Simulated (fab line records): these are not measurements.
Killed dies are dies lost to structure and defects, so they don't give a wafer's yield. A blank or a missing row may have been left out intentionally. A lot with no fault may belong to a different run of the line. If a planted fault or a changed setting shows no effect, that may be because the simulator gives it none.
Chamber matching | flow n5-finfet | N5_BEOL_M0_ETCH_138 on rie-diel-01: 4 sister chambers
The step etches SiCN in CH3F/O2, target depth 12 nm, time 31.6 s. 16 wafers are shown with their chamber, then 8 later ones without.

WAFERS WITH THEIR CHAMBER
wafer  | chamber | throttle-valve-pct (%) | drypump-motor-current-A (A) | showerhead-plenum-p-Torr (Torr)
L074.2 | 3       | 16.26                  | 5.5                         | 2.02
L074.3 | 2       | 16.91                  | 5.9                         | 1.92
L074.4 | 0       | 16.04                  | 5.1                         | 2.04
L076.3 | 2       | 16.93                  | 5.8                         | 1.92
L076.4 | 3       | 16.23                  | 5.5                         | 2.02
L076.6 | 0       | 16.04                  | 5.1                         | 2.04
L081.1 | 1       | 16.53                  | 5.6                         | 2.05
L081.2 | 3       | 16.26                  | 5.5                         | 2.01
L081.5 | 3       | 16.27                  | 5.5                         | 2.01
L080.4 | 0       | 16.08                  | 5.1                         | 2.03
L080.5 | 1       | 16.53                  | 5.6                         | 2.05
L080.6 | 2       | 16.92                  | 5.9                         | 1.92
L083.1 | 2       | 16.95                  | 5.9                         | 1.92
L083.3 | 1       | 16.54                  | 5.6                         | 2.05
L083.5 | 3       | 16.28                  | 5.5                         | 2.01
L084.3 | 2       | 16.95                  | 5.8                         | 1.91

SIGNATURES, as means of the wafers listed above
reading                  | chamber 0 | chamber 1 | chamber 2 | chamber 3 | scatter within a chamber
throttle-valve-pct       | 16.0533   | 16.5333   | 16.9320   | 16.2600   | 0.0178
drypump-motor-current-A  | 5.100     | 5.600     | 5.860     | 5.500     | 0.0316
showerhead-plenum-p-Torr | 2.0367    | 2.0500    | 1.9180    | 2.0140    | 0.00471
Rule: for each reading, subtract the chamber's mean from the wafer's reading, divide by that reading's scatter and square the result; add these up over the readings and take the root, which gives the wafer's distance from the chamber. The wafer belongs to the nearest chamber; if the next one is less than 2 further off, it can't be placed. The scatter is the square root of a quotient: the sum, over the shown wafers, of each reading's squared deviation from its chamber's mean, divided by wafers minus chambers.

WAFERS MISSING THEIR CHAMBER
wafer  | throttle-valve-pct (%) | drypump-motor-current-A (A) | showerhead-plenum-p-Torr (Torr)
L084.4 | 16.29                  | 5.5                         | 2.01
L084.5 | 16.08                  | 5.1                         | 2.03
L085.1 | 16.31                  | 5.5                         | 2.01
L085.4 | 16.55                  | 5.6                         | 2.05
L085.5 | 16.55                  | 5.5                         | 2.05
L088.2 | 16.96                  | 5.8                         | 1.91
L088.4 | 16.54                  | 5.6                         | 2.05
L088.6 | 16.33                  | 5.5                         | 2.01

CHAMBER TAKEN BY EACH
wafer  | from the rows above | in truth
L084.4 | 3                   | 3
L084.5 | 0                   | 0
L085.1 | 3                   | 3
L085.4 | 1                   | 1
L085.5 | 1                   | 1
L088.2 | 2                   | 2
L088.4 | 1                   | 1
L088.6 | 3                   | 3
Placed correctly: 8 of 8. Left unplaced by these rows: 0. Placed wrongly: 0.
